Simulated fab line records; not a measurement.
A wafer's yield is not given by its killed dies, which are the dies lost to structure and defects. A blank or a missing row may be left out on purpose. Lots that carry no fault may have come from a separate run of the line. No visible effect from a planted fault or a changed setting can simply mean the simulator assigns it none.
Matching of chambers -- flow nand harc -- NHARC_A_CONTACT_ETCH_106 on rie diel-03: 4 sister chambers
The step etches the open film in CF4/O2, target depth 90 nm, overetch 9 nm, time 49.5 s. 14 wafers are shown with their chamber, then 7 later ones without.

WAFERS WITH THEIR CHAMBER
wafer,chamber,showerhead plenum p Torr (Torr),drypump motor current A (A),run length s (s)
L879.1,2,1.30,5.9,71.3
L879.3,3,1.38,6.5,70.4
L879.5,2,1.30,5.9,71.0
L880.2,0,1.35,5.3,70.3
L880.5,3,1.38,6.5,70.3
L880.6,2,1.30,5.9,70.9
L883.3,3,1.38,6.5,70.8
L883.4,1,1.39,6.1,70.8
L883.6,2,1.30,5.9,70.9
L889.1,0,1.34,5.2,70.2
L889.3,2,1.30,5.9,70.8
L889.4,1,1.39,6.1,70.8
L891.2,3,1.38,6.5,70.8
L891.3,1,1.39,6.2,70.4

SIGNATURES (means of the wafers above)
reading,chamber 0,chamber 1,chamber 2,chamber 3,scatter within a chamber
showerhead plenum p Torr,1.3450,1.3900,1.3000,1.3800,0.00224
drypump motor current A,5.250,6.133,5.900,6.500,0.0342
run length s,70.250,70.667,70.980,70.575,0.216
Rule: for a wafer and a chamber, the distance is found by dividing, reading by reading, the gap between the wafer's reading and the chamber's mean by the reading's scatter, squaring, summing and taking the root. The wafer belongs to the nearest chamber; if the next one is less than 2 further off, it can't be placed. The scatter: take each reading less its chamber's mean, square it, sum over the shown wafers, divide by the number of wafers less the number of chambers, and take the root.

WAFERS WITHOUT THEIR CHAMBER
wafer,showerhead plenum p Torr (Torr),drypump motor current A (A),run length s (s)
L891.4,1.30,5.9,70.9
L894.2,1.38,6.1,70.5
L894.5,1.37,6.5,70.2
L894.6,1.29,5.9,71.4
L896.2,1.38,6.1,70.8
L896.5,1.29,5.9,71.1
L896.6,1.37,6.5,70.2

THE CHAMBER EACH PASSED THROUGH
wafer,from the rows above,in truth
L891.4,2,2
L894.2,1,1
L894.5,3,3
L894.6,2,2
L896.2,1,1
L896.5,2,2
L896.6,3,3
Correct placement for 7 of the 7. Left unplaced by these rows: 0. Number placed wrongly: 0.
